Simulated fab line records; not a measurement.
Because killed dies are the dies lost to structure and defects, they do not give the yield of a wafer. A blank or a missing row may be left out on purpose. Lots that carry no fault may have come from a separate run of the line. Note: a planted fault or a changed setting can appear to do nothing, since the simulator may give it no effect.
fab line records ; flow n5_finfet ; part 1 of 2: steps 1 to 21 of 29
[record] lots = 5; wafers = 15; last_day = 18
route steps=1938 shown BEOL_M2@860
lots untouched by any fault: they come from a run of this same line in which no faults occurred
start_h: hours from the record's first day to the start of the lot's first wafer shown ; wait_h: time in hours since the lot's previous step ; " unchanged from the row above ; L1.1+2: several wafers, shown together as one row ; - no value, or no start given ; * or withheld: withheld ; < > ~ a bound
route shown NAME@n: names a module that has steps shown in the file, with the first one's number in the route ; usual: mean and standard deviation over wafers with no fault ; same: alike in all rows ; chamber/n: place in a boat ; sites: each site's reading ; _std_site: the standard deviation of these ; _edge_site: outer sites' mean less inner sites' ; radius_mm: for every site, how far away it sits from the centre of the wafer ; mask NAME#n: copy n ; behind: tool/chamber where the wafer was last shaped ; hold: why the lot went on hold/how many hours it stayed there/how the hold came to an end ; device: which transistor (n, p or np) failed to switch ; end of line: the tests these same wafers got at the end of their route ; a step with no rows: only its recipe ; killed: the dies lost at the first sort to structure and to defects; this is not the yield of the wafer ; map: the dies of a wafer, with x for killed, . for not killed, _ for no die there
set.NAME: setting as actually run; set.NAME@STEP: the setting as run at that earlier step ; model.NAME: the simulator's own value behind a step, which no gauge read
certain route steps with their lots: each step a table, each wafer a row
services: the hour from which a tool's chamber was out of use, counted from the record's first day as start_h (under 0 if before that day), plus the number of hours and why
[[steps]]
[step N5_BEOL_M2_ETCH_64]
[recipe] chemistry = N2/H2; target = SOC; target_depth_a = 750; overetch_a = 225; mask_material = SiARC; temp_c = 40; time_s = 121.9; ion_energy_ev = 200; pressure_mtorr = 30; source_w = 840; bias_w = 150; n2_flow_sccm = 200; h2_flow_sccm = 200
[usual] drypump_motor_current_A = 5.8/0.43; oes_product_au = 0.59/0.075; rf_vpp_V = 523.1/2.9; showerhead_plenum_p_Torr = 2.53/0.11; throttle_valve_pct = 17.80/0.27
lot.wafer;tool;chamber;start_h;wait_h;drypump_motor_current_A;oes_product_au;rf_hours_counter_h;rf_vpp_V;showerhead_plenum_p_Torr;throttle_valve_pct
L076.2;rie_diel-02;0;141.82;0.0;6.2;0.53;197;520.1;2.43;17.73
L076.3;rie_diel-02;2;141.82;0.0;5.6;0.53;226;524.5;2.53;18.11
L076.5;rie_diel-02;2;141.82;0.0;5.6;0.52;-;522.9;2.53;18.13
L080.4;rie_diel-04;1;165.87;0.0;5.5;0.52;219;525.3;2.63;17.71
L080.5;rie_diel-04;0;165.87;0.0;5.6;0.66;-;528.2;2.72;17.88
L080.6;rie_diel-04;3;165.87;0.0;6.0;0.74;-;521.2;2.48;17.24
L082.1;rie_diel-02;2;182.06;0.0;5.6;0.52;242;522.5;2.52;18.15
L082.4;rie_diel-02;0;182.06;0.0;6.1;0.53;214;519.7;2.42;17.75
L082.5;rie_diel-02;1;182.06;0.0;5.9;0.71;-;525.5;2.62;17.61
L095.1;rie_diel-05;1;270.03;0.0;6.1;0.55;189;525.4;2.62;17.90
L095.2;rie_diel-05;3;270.03;0.0;5.5;0.66;48;521.9;2.49;18.08
L095.4;rie_diel-05;0;270.03;0.0;5.1;0.65;41;525.4;2.60;17.38
L096.1;rie_diel-05;2;272.66;0.0;5.5;0.54;205;517.8;2.31;17.76
L096.4;rie_diel-05;3;272.66;0.0;5.6;0.66;49;521.7;2.49;18.08
L096.6;rie_diel-05;2;272.66;0.0;5.5;0.55;-;518.4;2.31;17.77
[step N5_BEOL_M2_STRIP_65]
[recipe] chemistry = N2/H2; temp_c = 40; n2_flow_sccm = 200; h2_flow_sccm = 200; rf_frequency_hz = 6e+07
lot.wafer;tool;chamber;start_h;wait_h
L076.2+3+5;rie_diel-02;0,2,2;141.93;0.1
L080.4+5+6;rie_diel-04;1,0,3;165.99;0.1
L082.1+4+5;rie_diel-02;2,0,1;182.18;0.1
L095.1+2+4;rie_diel-05;1,3,0;270.14;0.1
L096.1+4+6;rie_diel-05;2,3,2;272.78;0.1
[step N5_BEOL_M2_STRIP_75]
[recipe] chemistry = N2/H2; temp_c = 40; n2_flow_sccm = 200; h2_flow_sccm = 200; rf_frequency_hz = 6e+07
lot.wafer;tool;chamber;start_h;wait_h
L076.2+3+5;rie_diel-02;0,2,2;141.94;0.0
L080.4+5+6;rie_diel-04;1,0,3;166.00;0.0
L082.1+4+5;rie_diel-02;2,0,1;182.19;0.0
L095.1+2+4;rie_diel-05;1,3,0;270.15;0.0
L096.1+4+6;rie_diel-05;2,3,2;272.79;0.0
[step N5_BEOL_M2_STRIP_66]
[recipe] chemistry = CF4; resist = SiARC; power_w = 300; bias_power_w = 75; pressure_mtorr = 50; cf4_flow_sccm = 150; rf_frequency_hz = 6e+07
[usual] drypump_motor_current_A = 5.8/0.42; oes_product_au = 0.77/0.098; rf_vpp_V = 270.9/1.7; showerhead_plenum_p_Torr = 1.78/0.072; throttle_valve_pct = 13.50/0.28
lot.wafer;tool;chamber;start_h;wait_h;drypump_motor_current_A;oes_product_au;rf_hours_counter_h;rf_vpp_V;showerhead_plenum_p_Torr;throttle_valve_pct
L076.2;rie_diel-02;0;141.95;0.0;6.1;0.69;197;268.6;1.71;13.45
L076.3;rie_diel-02;2;141.95;0.0;5.5;0.69;226;270.7;1.78;13.88
L076.5;rie_diel-02;2;141.95;0.0;5.6;0.69;-;270.7;1.78;13.89
L080.4;rie_diel-04;1;166.01;0.0;5.5;0.69;219;272.5;1.84;13.45
L080.5;rie_diel-04;0;166.01;0.0;5.6;0.86;-;272.5;1.92;13.58
L080.6;rie_diel-04;3;166.01;0.0;6.1;0.95;-;271.1;1.77;13.09
L082.1;rie_diel-02;2;182.20;0.0;5.6;0.68;242;269.9;1.78;13.90
L082.4;rie_diel-02;0;182.20;0.0;6.2;0.68;214;267.3;1.70;13.50
L082.5;rie_diel-02;1;182.20;0.0;5.9;0.92;-;273.3;1.82;13.07
L095.1;rie_diel-05;1;270.16;0.0;6.1;0.72;189;272.3;1.87;13.83
L095.2;rie_diel-05;3;270.16;0.0;5.6;0.86;48;270.2;1.76;13.64
L095.4;rie_diel-05;0;270.16;0.0;5.1;0.86;41;272.1;1.83;13.13
L096.1;rie_diel-05;2;272.80;0.0;5.4;0.71;205;267.8;1.65;13.64
L096.4;rie_diel-05;3;272.80;0.0;5.5;0.85;49;269.2;1.76;13.65
L096.6;rie_diel-05;2;272.80;0.0;5.4;0.70;-;268.7;1.65;13.63
[step N5_BEOL_M2_HM_OPEN_17]
[recipe] chemistry = Cl2/BCl3; target_depth_a = 200; overetch_a = 60; target = TiN; mask_material = SOC; ion_energy_ev = 150; pressure_mtorr = 10; icp_w = 1000; bias_w = 126; Cl2_flow_sccm = 53.25; bcl3_flow_sccm = 21.75; Ar_flow_sccm = 25
[usual] drypump_motor_current_A = 5.7/0.46; oes_product_au = 0.60/0.083; throttle_valve_pct = 22.38/0.18
lot.wafer;tool;chamber;start_h;wait_h;drypump_motor_current_A;oes_product_au;rf_hours_counter_h;throttle_valve_pct
L076.2;rie_metal-03;1;141.99;0.0;5.2;0.62;64;22.27
L076.3;rie_metal-03;1;141.99;0.0;5.2;0.61;-;22.26
L076.5;rie_metal-03;1;141.99;0.0;5.2;0.60;-;22.29
L080.4;rie_metal-02;0;166.08;0.1;5.1;0.53;-;22.61
L080.5;rie_metal-02;1;166.08;0.1;5.9;0.86;-;22.24
L080.6;rie_metal-02;0;166.08;0.1;5.1;0.53;-;22.60
L082.1;rie_metal-03;1;182.24;0.0;5.2;0.60;69;22.29
L082.4;rie_metal-03;0;182.24;0.0;6.4;0.57;-;22.21
L082.5;rie_metal-03;1;182.24;0.0;5.1;0.60;-;22.26
L095.1;rie_metal-03;1;270.20;0.0;5.2;0.59;77;22.29
L095.2;rie_metal-03;0;270.20;0.0;6.4;0.56;102;22.22
L095.4;rie_metal-03;1;270.20;0.0;5.2;0.58;-;22.32
L096.1;rie_metal-01;1;272.84;0.0;5.8;0.56;96;22.21
L096.4;rie_metal-01;0;272.84;0.0;6.1;0.60;-;22.58
L096.6;rie_metal-01;1;272.84;0.0;5.8;0.56;-;22.20
[step N5_BEOL_M2_STRIP_19]
[recipe] chemistry = O2; power_w = 400; temp_c = 40; pressure_mtorr = 30; rf_frequency_hz = 6e+07; bias_power_w = 0; overash_fraction = 0.2; o2_flow_sccm = 225
[usual] drypump_motor_current_A = 5.8/0.42; oes_product_au = 0.78/0.11; rf_vpp_V = 3.7/0.48; showerhead_plenum_p_Torr = 2.08/0.087; throttle_valve_pct = 16.57/0.2
lot.wafer;tool;chamber;start_h;wait_h;drypump_motor_current_A;oes_product_au;rf_hours_counter_h;rf_vpp_V;showerhead_plenum_p_Torr;throttle_valve_pct
L076.2;rie_diel-04;1;142.13;0.1;5.5;0.70;210;3.5;2.18;16.55
L076.3;rie_diel-04;3;142.13;0.1;6.1;1.02;0;3.0;2.05;16.17
L076.5;rie_diel-04;2;142.13;0.1;5.3;0.70;-;2.8;2.05;16.80
L080.4;rie_diel-02;2;166.19;0.1;5.6;0.70;236;2.7;2.05;16.81
L080.5;rie_diel-02;3;166.19;0.1;6.6;0.69;-;3.5;2.08;16.48
L080.6;rie_diel-02;2;166.19;0.1;5.6;0.69;-;3.8;2.05;16.83
L082.1;rie_diel-02;3;182.35;0.1;6.6;0.69;211;4.2;2.08;16.50
L082.4;rie_diel-02;0;182.35;0.1;6.1;0.68;214;3.2;2.01;16.64
L082.5;rie_diel-02;1;182.35;0.1;5.9;0.94;-;3.1;2.18;16.46
L095.1;rie_diel-02;2;270.33;0.1;5.6;0.92;15;3.2;2.04;16.39
L095.2;rie_diel-02;1;270.33;0.1;5.9;0.85;44;3.4;2.17;16.50
L095.4;rie_diel-02;0;270.33;0.1;6.1;0.65;248;4.4;2.00;16.72
L096.1;rie_diel-05;3;272.95;0.1;5.5;0.86;49;3.4;2.01;16.58
L096.4;rie_diel-05;2;272.95;0.1;5.4;0.72;205;3.2;1.90;16.60
L096.6;rie_diel-05;2;272.95;0.1;5.4;0.73;-;4.2;1.90;16.60
[step N5_BEOL_M2_CD_MEAS_18]
[recipe] pitch_nm = 36; target_cd_nm = 18
[usual] cd_nm = 18.0/0.37
lot.wafer;tool;chamber;start_h;wait_h;cd_nm
L076.2;cd_sem-03;-;142.20;0.1;17.6
L076.3;cd_sem-03;-;142.20;0.1;17.8
L076.5;cd_sem-03;-;142.20;0.1;18.1
L080.4;cd_sem-02;-;166.26;0.1;17.8
L080.5;cd_sem-02;-;166.26;0.1;17.6
L080.6;cd_sem-02;-;166.26;0.1;18.5
L082.1;cd_sem-03;-;182.42;0.0;17.4
L082.4;cd_sem-03;-;182.42;0.0;18.2
L082.5;cd_sem-03;-;182.42;0.0;17.1
L095.1;cd_sem-02;-;270.40;0.0;18.2
L095.2;cd_sem-02;-;270.40;0.0;18.2
L095.4;cd_sem-02;-;270.40;0.0;18.6
L096.1;cd_sem-01;-;273.02;0.0;17.5
L096.4;cd_sem-01;-;273.02;0.0;18.0
L096.6;cd_sem-01;-;273.02;0.0;17.9
[step N5_BEOL_M2_COAT_67]
[recipe] resist = SOC; temp_c = 250; time_s = 60; spin_rpm = 1500; resist_thk_nm = 60
[usual] dispense_pressure_kPa = 51.7/1.8
lot.wafer;tool;chamber;start_h;wait_h;dispense_pressure_kPa
L076.2;litho_track-02;0;142.23;0.0;50.0
L076.3;litho_track-02;0;142.23;0.0;50.0
L076.5;litho_track-02;0;142.23;0.0;50.0
L080.4;litho_track-05;0;166.29;0.0;51.4
L080.5;litho_track-05;0;166.29;0.0;51.4
L080.6;litho_track-05;0;166.29;0.0;51.5
L082.1;litho_track-02;0;182.45;0.0;49.9
L082.4;litho_track-02;0;182.45;0.0;49.9
L082.5;litho_track-02;0;182.45;0.0;49.9
L095.1;litho_track-02;0;270.43;0.0;50.0
L095.2;litho_track-02;0;270.43;0.0;50.0
L095.4;litho_track-02;0;270.43;0.0;50.1
L096.1;litho_track-02;0;273.05;0.0;50.0
L096.4;litho_track-02;0;273.05;0.0;50.0
L096.6;litho_track-02;0;273.05;0.0;50.0
[step N5_BEOL_M2_COAT_68]
[recipe] resist = SiARC; temp_c = 220; time_s = 60; spin_rpm = 1500; resist_thk_nm = 12
[usual] dispense_pressure_kPa = 51.7/1.9
lot.wafer;tool;chamber;start_h;wait_h;dispense_pressure_kPa
L076.2;litho_track-02;0;-;-;50.0
L076.3;litho_track-02;0;-;-;50.0
L076.5;litho_track-02;0;-;-;49.9
L080.4;litho_track-05;0;-;-;51.5
L080.5;litho_track-05;0;-;-;51.4
L080.6;litho_track-05;0;-;-;51.4
L082.1;litho_track-02;0;-;-;50.0
L082.4;litho_track-02;0;-;-;49.9
L082.5;litho_track-02;0;-;-;49.9
L095.1;litho_track-02;0;-;-;50.0
L095.2;litho_track-02;0;-;-;49.9
L095.4;litho_track-02;0;-;-;50.0
L096.1;litho_track-02;0;-;-;50.0
L096.4;litho_track-02;0;-;-;50.0
L096.6;litho_track-02;0;-;-;50.0
[step N5_BEOL_M2_COAT_76]
[recipe] resist = underlayer; temp_c = 205; time_s = 60; spin_rpm = 1500; resist_thk_nm = 5
[usual] dispense_pressure_kPa = 51.7/1.9
lot.wafer;tool;chamber;start_h;wait_h;dispense_pressure_kPa
L076.2;litho_track-02;0;-;-;49.9
L076.3;litho_track-02;0;-;-;49.9
L076.5;litho_track-02;0;-;-;49.9
L080.4;litho_track-05;0;-;-;51.3
L080.5;litho_track-05;0;-;-;51.4
L080.6;litho_track-05;0;-;-;51.4
L082.1;litho_track-02;0;-;-;49.9
L082.4;litho_track-02;0;-;-;49.9
L082.5;litho_track-02;0;-;-;49.9
L095.1;litho_track-02;0;-;-;50.0
L095.2;litho_track-02;0;-;-;50.0
L095.4;litho_track-02;0;-;-;50.0
L096.1;litho_track-02;0;-;-;50.0
L096.4;litho_track-02;0;-;-;50.0
L096.6;litho_track-02;0;-;-;50.0
[step N5_BEOL_M2_COAT_22]
[recipe] resist = CAR-EUV; spin_rpm = 1500; resist_thk_nm = 30
[usual] dispense_pressure_kPa = 51.7/1.9
lot.wafer;tool;chamber;start_h;wait_h;dispense_pressure_kPa
L076.2;litho_track-02;0;-;-;50.0
L076.3;litho_track-02;0;-;-;50.0
L076.5;litho_track-02;0;-;-;50.0
L080.4;litho_track-05;0;-;-;51.3
L080.5;litho_track-05;0;-;-;51.3
L080.6;litho_track-05;0;-;-;51.3
L082.1;litho_track-02;0;-;-;50.0
L082.4;litho_track-02;0;-;-;50.0
L082.5;litho_track-02;0;-;-;50.0
L095.1;litho_track-02;0;-;-;49.9
L095.2;litho_track-02;0;-;-;49.9
L095.4;litho_track-02;0;-;-;49.9
L096.1;litho_track-02;0;-;-;49.9
L096.4;litho_track-02;0;-;-;50.0
L096.6;litho_track-02;0;-;-;49.9
[step N5_BEOL_M2_EBR_24]
[recipe] solvent = PGMEA; ebr_width_mm = 1.5
lot.wafer;tool;chamber;start_h;wait_h
L076.2+3+5;litho_track-02;0;-;-
L080.4+5+6;litho_track-05;0;-;-
L082.1+4+5;litho_track-02;0;-;-
L095.1+2+4;litho_track-02;0;-;-
L096.1+4+6;litho_track-02;0;-;-
[step N5_BEOL_M2_SOFTBAKE_23]
[recipe] temp_c = 110; time_s = 60; resist = CAR-EUV
lot.wafer;tool;chamber;start_h;wait_h
L076.2+3+5;litho_track-02;0;-;-
L080.4+5+6;litho_track-05;0;-;-
L082.1+4+5;litho_track-02;0;-;-
L095.1+2+4;litho_track-02;0;-;-
L096.1+4+6;litho_track-02;0;-;-
[step N5_BEOL_M2_EXPOSE_25]
[recipe] mask_id = V1; na = 0.33; source_shape = quasar; sigma_inner = 0.2; sigma_outer = 0.8; polarization = unpolarized; defocus_nm = 5; dose_mj = 63
[same] sigma_inner = 0.2; sigma_outer = 0.8
lot.wafer;tool;chamber;start_h;wait_h;mask
L076.2+3+5;euv_scanner-01;0;142.38;-;V1#0
L080.4+5+6;euv_scanner-02;0;166.46;-;V1#0
L082.1+4+5;euv_scanner-01;0;182.59;-;V1#0
L095.1+2+4;euv_scanner-01;0;270.69;-;V1#0
L096.1+4+6;euv_scanner-02;0;273.32;-;V1#0
[step N5_BEOL_M2_PEB_26]
[recipe] peb_temp_c = 100; peb_time_s = 60; resist = CAR-EUV
lot.wafer;tool;chamber;start_h;wait_h
L076.2+3+5;litho_track-02;0;142.45;0.1
L080.4+5+6;litho_track-01;0;166.51;0.0
L082.1+4+5;litho_track-02;0;182.67;0.1
L095.1+2+4;litho_track-01;0;270.77;0.1
L096.1+4+6;litho_track-02;0;273.39;0.1
[step N5_BEOL_M2_DEVELOP_27]
[recipe] develop_time_s = 30; developer = TMAH; resist = CAR-EUV; rinse_liquid = surfactant_rinse; dry = air_spin; dev_temp_c = 23
lot.wafer;tool;chamber;start_h;wait_h
L076.2+3+5;litho_track-02;0;-;-
L080.4+5+6;litho_track-01;0;-;-
L082.1+4+5;litho_track-02;0;-;-
L095.1+2+4;litho_track-01;0;-;-
L096.1+4+6;litho_track-02;0;-;-
[step N5_BEOL_M2_CD_MEAS_28]
[recipe] target_cd_nm = 26.2; landing_energy_ev = 500; detector = se_inlens; target_cd_y_nm = 24.1; polarity = opening
[usual] cd_nm = 26.14/0.25
lot.wafer;tool;chamber;start_h;wait_h;cd_nm
L076.2;cd_sem-03;0;142.52;-;25.62
L076.3;cd_sem-03;0;142.52;-;26.04
L076.5;cd_sem-03;0;142.52;-;25.82
L080.4;cd_sem-02;0;166.58;-;26.58
L080.5;cd_sem-02;0;166.58;-;26.27
L080.6;cd_sem-02;0;166.58;-;26.08
L082.1;cd_sem-03;0;182.74;-;25.97
L082.4;cd_sem-03;0;182.74;-;26.27
L082.5;cd_sem-03;0;182.74;-;26.14
L095.1;cd_sem-01;0;270.84;-;26.58
L095.2;cd_sem-01;0;270.84;-;26.00
L095.4;cd_sem-01;0;270.84;-;26.04
L096.1;cd_sem-01;0;273.46;-;25.90
L096.4;cd_sem-01;0;273.46;-;26.05
L096.6;cd_sem-01;0;273.46;-;25.89
[step N5_BEOL_M2_OVL_MEAS_29]
[recipe] points_per_wafer = 522
[usual] V1_OVL = 0.2/0.73
lot.wafer;tool;chamber;start_h;wait_h;V1_OVL[nm]
L076.2;overlay-01;0;142.55;0.0;-0.2
L076.3;overlay-01;0;142.55;0.0;-0.6
L076.5;overlay-01;0;142.55;0.0;-1.4
L080.4;overlay-01;0;166.62;0.0;0.5
L080.5;overlay-01;0;166.62;0.0;0.9
L080.6;overlay-01;0;166.62;0.0;1.7
L082.1;overlay-01;0;182.77;0.0;-0.2
L082.4;overlay-01;0;182.77;0.0;-0.8
L082.5;overlay-01;0;182.77;0.0;-0.1
L095.1;overlay-01;0;270.87;0.0;-0.3
L095.2;overlay-01;0;270.87;0.0;-0.2
L095.4;overlay-01;0;270.87;0.0;-0.3
L096.1;overlay-01;0;273.49;0.0;0.3
L096.4;overlay-01;0;273.49;0.0;1.2
L096.6;overlay-01;0;273.49;0.0;0.2
[step N5_BEOL_M2_INSPECT_30]
[recipe] mode = adi; inspect_instrument = brightfield
[usual] raw_defect_count = 380/88
lot.wafer;tool;chamber;start_h;wait_h;raw_defect_count
L076.2;defect_inspect-02;-;142.60;0.0;393
L076.3;defect_inspect-02;-;142.60;0.0;330
L076.5;defect_inspect-02;-;142.60;0.0;466
L080.4;defect_inspect-01;-;166.66;0.0;314
L080.5;defect_inspect-01;-;166.66;0.0;337
L080.6;defect_inspect-01;-;166.66;0.0;353
L082.1;defect_inspect-02;-;182.83;0.1;301
L082.4;defect_inspect-02;-;182.83;0.1;334
L082.5;defect_inspect-02;-;182.83;0.1;327
L095.1;defect_inspect-01;-;270.93;0.1;396
L095.2;defect_inspect-01;-;270.93;0.1;320
L095.4;defect_inspect-01;-;270.93;0.1;520
L096.1;defect_inspect-01;-;273.55;0.1;555
L096.4;defect_inspect-01;-;273.55;0.1;639
L096.6;defect_inspect-01;-;273.55;0.1;606
[step N5_BEOL_M2_DESCUM_33]
[recipe] chemistry = O2; time_s = 7; source_power_w = 50; bias_power_w = 20; pressure_mtorr = 20; rf_frequency_hz = 2.712e+07; temp_c = 40; resist = CAR-EUV; o2_flow_sccm = 225
[usual] drypump_motor_current_A = 5.9/0.41; oes_product_au = 0.79/0.12; rf_vpp_V = 242.9/1.5; showerhead_plenum_p_Torr = 2.08/0.081; throttle_valve_pct = 20.30/0.17
lot.wafer;tool;chamber;start_h;wait_h;drypump_motor_current_A;oes_product_au;rf_hours_counter_h;rf_vpp_V;showerhead_plenum_p_Torr;throttle_valve_pct
L076.2;rie_diel-04;2;142.64;0.0;5.3;0.68;224;243.0;2.05;20.52
L076.3;rie_diel-04;1;142.64;0.0;5.4;0.69;210;243.0;2.17;20.30
L076.5;rie_diel-04;0;142.64;0.0;5.6;0.91;-;244.7;2.23;20.45
L080.4;rie_diel-02;2;167.11;0.4;5.6;0.71;236;243.1;2.05;20.53
L080.5;rie_diel-02;1;167.11;0.4;5.9;0.96;-;243.8;2.18;20.30
L080.6;rie_diel-02;0;167.11;0.4;6.1;0.68;-;242.6;2.01;20.40
L082.1;rie_diel-04;3;182.86;0.0;6.1;0.95;12;241.0;2.04;19.96
L082.4;rie_diel-04;0;182.86;0.0;5.6;0.87;-;245.5;2.23;20.46
L082.5;rie_diel-04;2;182.86;0.0;5.3;0.68;-;241.9;2.04;20.53
L095.1;rie_diel-02;0;270.96;0.0;6.1;0.64;248;241.7;1.99;20.45
L095.2;rie_diel-02;2;270.96;0.0;5.6;0.91;15;242.3;2.04;20.15
L095.4;rie_diel-02;3;270.96;0.0;6.5;0.67;240;242.8;2.06;20.27
L096.1;rie_diel-04;0;273.58;0.0;5.6;0.83;90;243.9;2.21;20.52
L096.4;rie_diel-04;2;273.58;0.0;5.3;0.94;8;242.2;2.03;20.16
L096.6;rie_diel-04;1;273.58;0.0;5.4;0.67;-;243.0;2.17;20.34
[step N5_BEOL_M2_ETCH_77]
[recipe] chemistry = N2/H2; target = underlayer; target_depth_a = 65; mask_material = CAR-EUV; time_s = 5.2; ion_energy_ev = 200; pressure_mtorr = 30; source_w = 840; bias_w = 150; n2_flow_sccm = 200; h2_flow_sccm = 200; ends = cleared
[usual] drypump_motor_current_A = 5.9/0.41; etch_rf_on_time_s = 5.35/0.18; oes_product_au = 0.67/0.096; rf_vpp_V = 523.1/2.7; showerhead_plenum_p_Torr = 2.53/0.094; throttle_valve_pct = 17.80/0.21
lot.wafer;tool;chamber;start_h;wait_h;drypump_motor_current_A;etch_rf_on_time_s;oes_product_au;rf_hours_counter_h;rf_vpp_V;showerhead_plenum_p_Torr;throttle_valve_pct
L076.2;rie_diel-04;2;142.67;0.0;5.3;5.36;0.58;224;520.1;2.54;18.34
L076.3;rie_diel-04;1;142.67;0.0;5.4;5.24;0.59;210;523.6;2.63;17.69
L076.5;rie_diel-04;0;142.67;0.0;5.6;5.15;0.76;-;528.4;2.73;17.90
L080.4;rie_diel-02;2;167.14;0.0;5.6;5.19;0.58;236;522.7;2.52;18.17
L080.5;rie_diel-02;1;167.14;0.0;5.9;5.51;0.79;-;525.3;2.62;17.65
L080.6;rie_diel-02;0;167.14;0.0;6.2;5.19;0.60;-;520.9;2.43;17.76
L082.1;rie_diel-04;3;182.89;0.0;6.0;5.27;0.79;12;523.5;2.48;17.30
L082.4;rie_diel-04;0;182.89;0.0;5.6;5.28;0.73;-;527.3;2.72;17.92
L082.5;rie_diel-04;2;182.89;0.0;5.3;5.41;0.56;-;523.5;2.53;18.36
L095.1;rie_diel-02;0;271.00;0.0;6.2;5.34;0.56;248;521.0;2.41;17.85
L095.2;rie_diel-02;2;271.00;0.0;5.6;5.26;0.77;15;522.5;2.51;17.76
L095.4;rie_diel-02;3;271.00;0.0;6.5;5.54;0.55;240;521.9;2.51;17.88
L096.1;rie_diel-04;0;273.62;0.0;5.6;5.38;0.68;90;527.6;2.70;17.98
L096.4;rie_diel-04;2;273.62;0.0;5.3;5.58;0.79;8;521.7;2.51;17.96
L096.6;rie_diel-04;1;273.62;0.0;5.5;5.27;0.59;-;524.9;2.62;17.79
